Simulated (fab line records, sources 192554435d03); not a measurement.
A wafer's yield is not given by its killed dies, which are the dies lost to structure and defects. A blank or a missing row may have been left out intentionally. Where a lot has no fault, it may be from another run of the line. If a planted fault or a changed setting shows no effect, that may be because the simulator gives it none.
3 desks, one fault | flow n5_finfet | what lay behind the numbers comes last; until then each desk has only its own

== THE DEFECT DESK ==
Lot by lot, what the route's inspections counted, given as the mean of those sampled wafers with a number. The brackets show how far a lot's mean lies from the usual mean; more than 4 standard deviations puts the lot out of limits, marked OUT.
Columns: A = raw_defect_count at N5_BEOL_M8_INSPECT_13, usual 397; B = raw_defect_count at N5_BEOL_M8_INSPECT_30, usual 390
lot  | first seen here | A   | B
L307 | day 13 12:22    | 421 | 432
L310 | day 13 21:09    | 459 | 451
L314 | day 15 09:07    | 392 | 391
L316 | day 15 13:46    | 338 | 378
L319 | day 16 13:00    | 364 | 387
L320 | day 17 07:53    | 496 | 482
This desk found nothing out of limits on any of the 6 lots.

== THE TOOL OWNER'S DESK: litho_track-03 ==
The tool's own readings at N5_BEOL_M8_COAT_22 (resist thk 30 nm): means of the sampled wafers that have a number, for each lot that ran on this tool. The brackets show how far a lot's mean lies from the usual mean; more than 4 standard deviations puts the lot out of limits, marked OUT.
Columns: A = spin_speed_rpm at N5_BEOL_M8_COAT_22, usual 1499.8 rpm
lot  | first seen here | A
L307 | day 13 12:54    | 1562.6 (+57) OUT
L310 | day 13 22:40    | 1563.8 (+58) OUT
L320 | day 17 13:25    | 1499.7
This desk's finding: out of limits on L307, L310; first on L307, day 13 12:54 (spin_speed_rpm at N5_BEOL_M8_COAT_22). L320: within limits.

== FROM THE METROLOGY DESK ==
Means of the sampled wafers that have a number, per lot and without regard to the tool the lot ran on: this is what the gauges read. The brackets show how far a lot's mean lies from the usual mean; more than 4 standard deviations puts the lot out of limits, marked OUT.
Columns: A = cd_nm at N5_BEOL_M8_CD_MEAS_18, usual 39.9 nm; B = cd_nm at N5_BEOL_M8_CD_MEAS_28, usual 40.05 nm; C = V7_OVL at N5_BEOL_M8_OVL_MEAS_29, usual -0.2 nm
lot  | first seen here | A    | B     | C
L307 | day 13 12:52    | 39.6 | 39.90 | -0.5
L310 | day 13 21:38    | 39.0 | 40.08 | -0.5
L314 | day 15 09:58    | 39.5 | 40.27 | 0.3
L316 | day 15 14:24    | 40.6 | 40.36 | -0.5
L319 | day 16 13:29    | 40.6 | 39.71 | 0.2
L320 | day 17 08:29    | 39.7 | 39.85 | 0.2
This desk found nothing out of limits on any of the 6 lots.

== ALL TOGETHER ==
On L307, L310, at day 13 12:54, an alarm was possible from the tool owner's desk.
Nothing the defect desk looked at was out of limits.
Metrology desk: nothing out of limits seen.
The defect desk has L307, L310 on record, within its limits.
The metrology desk has L307, L310 on record, within its limits.
Of the lots named, all ran N5_BEOL_M8_COAT_22 on litho_track-03.

== WHAT HAD BEEN PUT IN BY THE SIMULATOR ==
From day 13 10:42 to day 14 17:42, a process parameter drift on litho_track-03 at N5_BEOL_M8_COAT_22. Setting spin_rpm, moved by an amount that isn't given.
Lots struck among those shown: L307, L310.
Each desk's first reading out of limits, in hours after the fault started: the tool owner's desk, 2.
